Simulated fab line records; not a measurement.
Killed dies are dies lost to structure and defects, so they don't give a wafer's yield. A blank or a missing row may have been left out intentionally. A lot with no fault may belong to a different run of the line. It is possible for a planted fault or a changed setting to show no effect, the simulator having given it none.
fab line records ; flow n5-finfet
[record] lots = 4; wafers = 12; last-day = 17
route steps=1938 shown BEOL_M0_SAQP@686 BEOL_M0_CUTY@701 BEOL_M4@1111 PASSIVATION@1936
lots untouched by any fault: they come from a run of this same line in which no faults occurred
start-h: start of the lot's first displayed wafer, in hours after the record's first day ; wait-h: hours since the lot's step before ; " unchanged from the row above ; L1.1+2: a single row standing in for several wafers ; - no value, or no start given ; * or withheld: withheld ; < > ~ a bound
route shown NAME@n: NAME is a module with steps in the file, n the number in the route of the first one ; usual: mean/standard deviation of fault-free wafers ; same: alike in all rows ; chamber/n: place in a boat ; sites: the reading at each site ; _std_site: the standard deviation of these ; _edge_site: the outer-site mean with the inner-site mean subtracted ; radius-mm: how far each site lies from the wafer's centre ; mask NAME#n: copy n ; behind: the last tool/chamber to shape the wafer ; hold: why the lot was held/for how many hours/how that ended ; device: whichever transistor did not switch (one of n, p or np) ; end of line: the route-end tests of the same wafers ; a step with no rows: only its recipe ; killed: at the first sort, the dies lost to defects and structure; wafer yield is something else ; map: a wafer's dies, x killed, . not, _ none there
set.NAME: setting as actually run; set.NAME@STEP: the setting as run at that earlier step ; model.NAME: the simulator's own value behind a step, which no gauge read
lots seen at some steps along the route; tables by step, rows by wafer
services: from which hour (start-h, from the record's first day; less than 0 if before it) a tool's chamber was out of use, for how many hours, and why
[[steps]]
[step N5_BEOL_M0_SAQP_EXPOSE_37]
[recipe] mask-id = M0_CUT1; na = 0.33; source-shape = annular; sigma-inner = 0.35; sigma-outer = 0.8; polarization = unpolarized; target-cd-nm = 30; dose-mj = 44.75
[step N5_BEOL_M0_SAQP_PEB_38]
[recipe] peb-temp-c = 100; peb-time-s = 60; resist = CAR-EUV
[step N5_BEOL_M0_SAQP_DEVELOP_39]
[recipe] develop-time-s = 30; developer = TMAH; resist = CAR-EUV; rinse-liquid = surfactant-rinse; dry = air-spin; dev-temp-c = 23
[step N5_BEOL_M0_SAQP_DESCUM_45]
[recipe] chemistry = O2; time-s = 7; source-power-w = 50; bias-power-w = 20; pressure-mtorr = 20; rf-frequency-hz = 2.712e+07; temp-c = 40; resist = CAR-EUV; o2-flow-sccm = 225
[step N5_BEOL_M0_SAQP_ETCH_88]
[recipe] chemistry = N2/H2; target = underlayer; target-depth-a = 65; time-s = 5.2; ion-energy-ev = 200; mask-material = CAR-EUV; pressure-mtorr = 30; source-w = 840; bias-w = 150; n2-flow-sccm = 200; h2-flow-sccm = 200; ends = cleared
[step N5_BEOL_M0_SAQP_ETCH_73]
[recipe] chemistry = CF4; target = SiARC; target-depth-a = 195; mask-material = CAR-EUV; time-s = 32.5; ion-energy-ev = 80; pressure-mtorr = 40; source-w = 545; bias-w = 36; Ar_flow_sccm = 100; cf4-flow-sccm = 100; ends = cleared
[step N5_BEOL_M0_SAQP_CUT_ETCH_46]
[recipe] chemistry = N2/H2; target = SOC; target-depth-a = 1350; overetch-a = 270; temp-c = 40; time-s = 202.5; ion-energy-ev = 200; mask-material = SiARC; pressure-mtorr = 30; source-w = 840; bias-w = 150; n2-flow-sccm = 200; h2-flow-sccm = 200
[step N5_BEOL_M0_SAQP_STRIP_74]
[recipe] chemistry = N2/H2; temp-c = 40; n2-flow-sccm = 200; h2-flow-sccm = 200; rf-frequency-hz = 6e+07
[step N5_BEOL_M0_SAQP_STRIP_89]
[recipe] chemistry = N2/H2; temp-c = 40; n2-flow-sccm = 200; h2-flow-sccm = 200; rf-frequency-hz = 6e+07
[step N5_BEOL_M0_SAQP_ALD_48]
[recipe] material = SiO2; target-thk-a = 200; temp-c = 100; ald-precursor-family = BDEAS; ald-co-reactant = O2-plasma; pulse-time-s = 1; co-reactant-pulse-time-s = 1; purge-time-s = 2; co-reactant-purge-time-s = 2; ald-cycles = 139; pressure-torr = 2
[usual] heater-power-w = 79/7.4; precursor-pulse-height-rel = 0.996/0.022
[same] co-reactant-purge-time-s = 2
lot.wafer;tool;chamber;start-h;wait-h;heater-power-w;precursor-pulse-height-rel
L545.2;ald-sin-04;0;170.85;0.0;84;1.008
L545.3;ald-sin-04;1;170.85;0.0;77;1.028
L545.4;ald-sin-04;2;170.85;0.0;63;1.024
L552.2;ald-sin-04;0;211.65;0.0;84;0.968
L552.3;ald-sin-04;1;211.65;0.0;78;1.003
L552.5;ald-sin-04;1;211.65;0.0;77;0.944
L554.2;ald-sin-04;1;225.80;0.0;79;0.984
L554.4;ald-sin-04;3;225.80;0.0;78;1.002
L554.5;ald-sin-04;2;225.80;0.0;65;1.032
L557.3;ald-sin-03;3;236.77;0.0;80;1.002
L557.4;ald-sin-03;0;236.77;0.0;83;1.007
L557.6;ald-sin-03;0;236.77;0.0;86;0.992
[step N5_BEOL_M0_SAQP_ETCH_49]
[recipe] chemistry = CF4/O2; target-depth-a = 370; target = SiO2; pressure-mtorr = 40; source-w = 535; bias-w = 49; Ar_flow_sccm = 100; cf4-flow-sccm = 100; O2_flow_sccm = 10; ion-energy-ev = 100
[step N5_BEOL_M0_SAQP_STRIP_75]
[recipe] chemistry = CF4; resist = SiARC; power-w = 300; bias-power-w = 75; pressure-mtorr = 50; cf4-flow-sccm = 150; rf-frequency-hz = 6e+07
[step N5_BEOL_M0_CUTY_COAT_50]
[recipe] resist = SiARC; temp-c = 220; time-s = 60; spin-rpm = 1500; resist-thk-nm = 15
[step N5_BEOL_M0_CUTY_COAT_51]
[recipe] resist = CAR-ArF-block; spin-rpm = 1500; resist-thk-nm = 150
[step N5_BEOL_M0_CUTY_EBR_52]
[recipe] solvent = PGMEA; ebr-width-mm = 1.5
[step N5_BEOL_M0_CUTY_SOFTBAKE_53]
[recipe] temp-c = 110; time-s = 60; resist = CAR-ArF-block
[step N5_BEOL_M0_CUTY_EXPOSE_54]
[recipe] mask-id = M0_ABLK; na = 1.35; source-shape = conventional; sigma-outer = 0.8; polarization = unpolarized; dose-mj = 36
[step N5_BEOL_M0_CUTY_PEB_55]
[recipe] peb-temp-c = 110; peb-time-s = 60; resist = CAR-ArF-block
[step N5_BEOL_M0_CUTY_DEVELOP_56]
[recipe] develop-time-s = 30; developer = TMAH; resist = CAR-ArF-block; rinse-liquid = diw; dry = air-spin; dev-temp-c = 23
[step N5_BEOL_M0_CUTY_INSPECT_59]
[recipe] mode = adi; inspect-instrument = macro
[usual] raw-defect-count = 2.0/1.3
lot.wafer;tool;chamber;start-h;wait-h;raw-defect-count
L545.2;defect-inspect-01;-;171.95;0.0;2
L545.3;defect-inspect-01;-;171.95;0.0;2
L545.4;defect-inspect-01;-;171.95;0.0;1
L552.2;defect-inspect-02;-;212.72;0.0;>300
L552.3;defect-inspect-02;-;212.72;0.0;>300
L552.5;defect-inspect-02;-;212.72;0.0;>300
L554.2;defect-inspect-02;-;226.88;0.0;>300
L554.4;defect-inspect-02;-;226.88;0.0;>300
L554.5;defect-inspect-02;-;226.88;0.0;>300
L557.3;defect-inspect-01;-;237.72;0.0;7
L557.4;defect-inspect-01;-;237.72;0.0;2
L557.6;defect-inspect-01;-;237.72;0.0;0
[step N5_BEOL_M0_CUTY_DESCUM_61]
[recipe] chemistry = O2; time-s = 7.9; source-power-w = 50; bias-power-w = 20; pressure-mtorr = 20; rf-frequency-hz = 2.712e+07; temp-c = 40; resist = CAR-ArF-block; o2-flow-sccm = 225
[step N5_BEOL_M4_RC_MEAS_101]
[usual] DIBL_N = 35.3/2.5; DIBL_P = 35/3.3; IOFF_N = 0.15/0.049; IOFF_P = 0.20/0.056; ION_N = 673/16; ION_P = 462/10; SS_N = 71.2/0.85; SS_P = 73.0/0.97; VT_N = 252/4.9; VT_P = -251/5
lot.wafer;tool;chamber;start-h;wait-h;DIBL_N[mV/V];DIBL_P[mV/V];IOFF_N[nA/um];IOFF_P[nA/um];ION_N[uA/um];ION_P[uA/um];SS_N[mV/dec];SS_P[mV/dec];VT_N[mV];VT_P[mV]
L545.2;prober-02;0;224.65;0.2;36.2;34;0.15;0.17;669;452;71.9;72.9;252;-255
L545.3;prober-02;0;224.65;0.2;41.0;42;0.26;0.29;698;470;72.6;74.8;242;-246
L545.4;prober-02;0;224.65;0.2;36.0;36;0.16;0.21;685;467;71.4;73.9;249;-250
L552.2;prober-01;0;268.08;0.2;37.0;37;0.17;0.27;677;475;72.1;74.0;249;-241
L552.3;prober-01;0;268.08;0.2;38.2;38;0.19;0.27;704;487;72.0;74.3;245;-243
L552.5;prober-01;0;268.08;0.2;38.4;39;0.20;0.29;689;473;72.2;74.5;245;-242
L554.2;prober-01;0;287.91;0.5;36.9;38;0.19;0.24;683;465;71.4;73.2;245;-251
L554.4;prober-01;0;287.91;0.5;36.2;38;0.18;0.22;678;463;70.9;73.9;248;-250
L554.5;prober-01;0;287.91;0.5;36.5;38;0.18;0.23;673;462;71.4;73.8;250;-249
L557.3;prober-02;0;292.50;0.3;35.4;35;0.12;0.16;663;454;70.5;72.1;254;-254
L557.4;prober-02;0;292.50;0.3;35.3;34;0.13;0.16;670;451;71.0;72.5;253;-254
L557.6;prober-02;0;292.50;0.3;31.1;30;0.08;0.11;645;447;69.2;71.3;260;-257
[step N5_PASSIVATION_PROBE_49]
[usual] defect-limited-yield = 91.3/1.4; killed_at_M0_to_M3 = 33/9.9; killed_at_M4_up = 15/5.6; killed-at-contacts = 13/5.7; killed-at-front-end = 38/12; killed-at-other = 4/3.1; killed-dies = 103/17; killed-on-rim = 13/4; killed-open = 66/13; killed-short = 32/7.8; sort_bin_5_function = 5.1/0.95; sort_bin_6_memory = 3.2/0.68; sort-n-pass = 1077/17; sort-yield-pct = 91.3/1.5
[same] gross-dies = 1180; killed-at-back-side = 0; sort_bin_4_leakage[%] = 0; sort_bin_8_speed[%] = 0
lot.wafer;tool;chamber;start-h;wait-h;defect-limited-yield[%];killed_at_M0_to_M3;killed_at_M4_up;killed-at-contacts;killed-at-front-end;killed-at-other;killed-dies;killed-on-rim;killed-open;killed-short;sort_bin_5_function[%];sort_bin_6_memory[%];sort-n-pass;sort-yield-pct[%]
L545.2;prober-01;-;335.23;0.1;92.4;26;7;12;36;9;90;20;49;29;3.4;3.1;1090;92.4
L545.3;prober-01;-;335.28;0.1;90.9;30;23;10;37;7;107;14;68;36;5.0;3.7;1073;90.9
L545.4;prober-01;-;335.33;0.2;91.9;33;8;10;40;4;95;8;50;44;5.1;2.8;1085;91.9
L552.2;prober-01;-;371.60;0.1;81.6;154;10;18;35;0;217;24;68;28;11.1;4.4;963;81.6
L552.3;prober-01;-;371.65;0.1;86.1;114;11;6;29;4;164;25;51;23;8.0;3.5;1016;86.1
L552.5;prober-01;-;371.75;0.2;85.7;104;12;16;33;4;169;25;58;27;8.3;3.6;1011;85.7
L554.2;prober-01;-;389.09;0.1;84.2;132;11;9;27;8;187;32;55;44;8.5;5.1;993;84.2
L554.4;prober-01;-;389.19;0.2;86.9;68;31;10;41;5;155;40;77;36;7.8;4.1;1025;86.9
L554.5;prober-01;-;389.24;0.2;83.6;131;14;17;29;2;193;33;69;19;9.7;4.2;987;83.6
// killed by level:class
L545.2 MOL_CONTACT_COAG:geometric-particle:open=9 HKMG_FIN:area-etch=7 BEOL_M0_SAQP:geometric-particle:short=6 FIN_SAQP:geometric-particle:open=5 STI_FIN_REVEAL:geometric-particle:open=5 BEOL_M1:geometric-particle:open=5 STARTING-WAFER:geometric-particle:short=4 BEOL_M2:geometric-particle:open=4
L545.3 BEOL_M4:geometric-particle:open=13 FIN_SAQP:geometric-particle:short=10 FIN_SAQP:geometric-particle:open=8 BEOL_M0_SAQP:geometric-particle:open=8 MOL_CONTACT_COAG:geometric-particle:open=7 STI_FIN_REVEAL:geometric-particle:open=6 BEOL_M0_SAQP:geometric-particle:short=5 BEOL_M1:geometric-particle:open=5
L545.4 BEOL_M1:geometric-particle:open=11 GATE_CUT:geometric-particle:short=9 FIN_SAQP:geometric-particle:short=8 BEOL_M0_SAQP:geometric-particle:short=8 MOL_CONTACT_COAG:geometric-particle:open=7 BEOL_M3:geometric-particle:open=7 STI_FIN_REVEAL:geometric-particle:open=6 STARTING-WAFER:geometric-particle:short=5
L552.2 BEOL_M0_SAQP:unspecified=116 FIN_SAQP:geometric-particle:open=12 BEOL_M3:geometric-particle:open=10 MOL_CONTACT_COAG:geometric-particle:short=9 BEOL_M0_SAQP:geometric-particle:open=9 MOL_CONTACT_COAG:geometric-particle:open=8 STI_FIN_REVEAL:geometric-particle:open=7 BEOL_M0_SAQP:geometric-particle:short=7
L552.3 BEOL_M0_SAQP:unspecified=89 FIN_SAQP:geometric-particle:open=7 MOL_CONTACT_COAG:geometric-particle:open=6 BEOL_M0_SAQP:geometric-particle:open=6 BEOL_M1:geometric-particle:open=5 DUMMY_GATE:geometric-particle:open=4 GATE_CUT:geometric-particle:short=4 GATE_CUT:geometric-particle:open=3
L552.5 BEOL_M0_SAQP:unspecified=84 MOL_CONTACT_COAG:geometric-particle:open=11 FIN_SAQP:geometric-particle:open=7 STI_FIN_REVEAL:geometric-particle:open=6 MOL_CONTACT_COAG:geometric-particle:short=5 BEOL_M1:geometric-particle:open=5 BEOL_M3:geometric-particle:open=5 BEOL_M4:geometric-particle:open=4
L554.2 BEOL_M0_SAQP:unspecified=82 BEOL_M3:geometric-particle:open=14 BEOL_M0_SAQP:geometric-particle:short=8 BEOL_M0_SAQP:geometric-particle:open=7 BEOL_M2:geometric-particle:open=7 BEOL_M6:geometric-particle:open=5 FIN_SAQP:geometric-particle:short=4 GATE_CUT:geometric-particle:short=4
L554.4 BEOL_M0_SAQP:unspecified=37 BEOL_M4:geometric-particle:open=19 FIN_SAQP:geometric-particle:open=13 BEOL_M3:geometric-particle:open=8 FIN_SAQP:geometric-particle:short=7 BEOL_M4:geometric-particle:short=7 MOL_CONTACT_COAG:geometric-particle:open=7 BEOL_M1:geometric-particle:open=7
L554.5 BEOL_M0_SAQP:unspecified=102 MOL_CONTACT_COAG:geometric-particle:open=15 BEOL_M2:geometric-particle:open=12 BEOL_M4:geometric-particle:open=9 FIN_SAQP:geometric-particle:open=6 BEOL_M0_SAQP:geometric-particle:open=5 DUMMY_GATE:geometric-particle:open=4 ILD0:geometric-particle:short=4
// map L552.2 (x killed, . not)
_________________....x....xx.________________
______________.....xx....x......_____________
___________..................x.....__________
__________.....................x...._________
________.....x..........x.x.x........._______
_______..x.....x........x...x..........______
______.............................x.x.._____
_____.........x.............x......x.....____
____...............x.....x............x...___
___.....x....x.....x.....x............xx...__
___..........x.........x...................__
__..x....x.............x.....xx....x........_
__........................x......x......x..._
_..x.............x.....x.......x......xxxx...
_..............................xx.xx.xxxx..xx
_......x.x..x....xx............x...xxxx.xxxxx
_...................x...x.........xxxxxxxxxxx
_.........x............x......xx...xxxxxxxxxx
_.x.....x...x....x..............x..xxxxxxxxxx
_............x..........x........xxxxxxxxxxxx
_x.........x......x.......x.......xxxxxxxxxxx
__.x.....xx.xx........x..x.......xx.xxxxxxxx_
__.x..................x..x.....x.x..xxxxxxxx_
___..x.................x...........xxxxxxxx__
___..............x........x.......x...xxxxx__
____.........................x.....x..x..x___
_____..............................xxxx..____
______...x..x..xx........x.............._____
_______...x.xx.........................______
________...x......................x..._______
__________..x......................x_________
___________.................x..x...__________
______________.................._____________
_________________.....xx.....________________
// map L554.5 (x killed, . not)
_________________..x....x..x.________________
______________............x...x._____________
___________......................xx__________
__________.........................._________
________.x......x....xx.......x......._______
_______.xx......x...x..................______
______xxxxxx.........x.................._____
_____xxxxxxx......x...........x..........____
____xxxxxxxxx.........x...................___
___xxxxxxxxxx.....x....x..............x....__
___xxxxxxxxxx...x..........................__
__xxxxxxxxxxxx.x...x........................_
__xxxxxxxxxxx....................x.........._
_xxxxxxxxxxx........x....x...........x.......
_xxxxxxxxxx..x..........x......x.x...........
_xxxxxxxxx...................................
_.x.xx.xxx..x.....x.....x...x...........x....
_....x...x..x.............x..................
_....x...........x...........................
_.....x.....xx...............................
_x...x...............xx..........x..x........
__.................x...............x......x._
__x..........................x...........x.x_
___.....x.x.......x.........x..x.........x.__
___.........x.........x.......x.x......x.x.__
____......................................___
_____......x...x........x............x.x.____
______..xx................xx.........x.._____
_______.x............xx................______
________........................x....._______
__________.........................._________
___________..x.........xx..........__________
______________...x.............._____________
_________________.......x....________________
[[services]]
tool;chamber;start-h;hours;kind
ald-sin-04;-;188.60;1.9;repair
ald-sin-04;2;200.11;3.1;repair
ald-sin-03;3;206.32;3.6;repair
ald-sin-03;-;207.72;6.0;pm
[[key]]
[first-sign] step = N5_BEOL_M0_CUTY_INSPECT_59; reading = raw-defect-count; direction = up; sigmas = 99+; usual = 2.0; struck = >300
[effect] step = N5_PASSIVATION_PROBE_49; reading = killed_at_M0_to_M3; direction = up; sigmas = 8.5; usual = 33; struck = 117
[more-kills-born-at] N5_BEOL_M0_SAQP_ALD_48@ald-sin-04 = 510
met-at N5_BEOL_M0_SAQP_ALD_48
struck-wafers L552.2,L552.3,L552.5,L554.2,L554.4,L554.5
onset-between 170.85 211.65
[fault] kind = chamber-particle-source; tool = ald-sin-04; chamber = -; onset-h = 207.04; steps = N5_BEOL_M0_SAQP_ALD_48; rate-per-visit-cm2 = 1.3262; end-h = 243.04
